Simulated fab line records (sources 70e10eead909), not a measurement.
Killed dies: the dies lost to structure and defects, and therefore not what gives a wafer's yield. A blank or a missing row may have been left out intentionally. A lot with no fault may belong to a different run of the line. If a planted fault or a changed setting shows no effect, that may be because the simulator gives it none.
Which tool did it? || flow nandHarc || 36 wafers sampled from 12 lots at 1 step of a route of 1302

== WHAT EACH GAUGE READ, for each wafer ==
NHARC_A_M1_OVL_MEAS_10: pitch 240 nm.
{"lot": "L075", "measured": "day 22 21:30", "on": "overlay-02", "overlayXNm (nm)": "-0.4 -0.5 -0.9"}
{"lot": "L078", "measured": "day 24 00:52", "on": "overlay-02", "overlayXNm (nm)": "-0.6 -1.0 -0.6"}
{"lot": "L080", "measured": "day 24 14:40", "on": "overlay-01", "overlayXNm (nm)": "-0.7 -0.5 -0.5"}
{"lot": "L081", "measured": "day 25 19:35", "on": "overlay-02", "overlayXNm (nm)": "-0.3 0.3 0.5"}
{"lot": "L082", "measured": "day 26 12:08", "on": "overlay-02", "overlayXNm (nm)": "1.2 0.8 1.4"}
{"lot": "L084", "measured": "day 27 00:16", "on": "overlay-01", "overlayXNm (nm)": "-0.2 -0.6 -0.3"}
{"lot": "L086", "measured": "day 27 21:31", "on": "overlay-01", "overlayXNm (nm)": "0.8 0.8 1.2"}
{"lot": "L089", "measured": "day 28 10:51", "on": "overlay-01", "overlayXNm (nm)": "-0.5 -0.1 0.1"}
{"lot": "L091", "measured": "day 30 06:32", "on": "overlay-02", "overlayXNm (nm)": "-1.6 -2.0 -2.0"}
{"lot": "L092", "measured": "day 30 17:27", "on": "overlay-01", "overlayXNm (nm)": "1.7 0.9 1.4"}
{"lot": "L095", "measured": "day 31 15:34", "on": "overlay-01", "overlayXNm (nm)": "-0.6 -1.3 -0.8"}
{"lot": "L097", "measured": "day 32 07:41", "on": "overlay-02", "overlayXNm (nm)": "1.4 1.8 1.3"}

== WHICH TOOL RAN EACH LOT (tool, then ch and the chambers of the sampled wafers, then the start) ==
No process step before these readings appears in the record.

== THE ANSWER, worked out from the rows above alone ==
Rule: usual is defined by the lots themselves. Put in order of their means at a reading, lots are off if they are a third of the lots or fewer, leave a main group of 4 or more, and stand apart from it by a gap of 3 or more times the standard deviation of the main group's means; of several such gaps the widest counts. Not used: any main group whose means are identical at the precision the tables above print for the reading. Also off: a lot with no number at a reading for which 4 or more lots have one. All remaining lots with rows at the step are treated as sound.
None of the lots is off at any reading shown; this tells nothing.

== WHAT HAD BEEN PUT IN BY THE SIMULATOR ==
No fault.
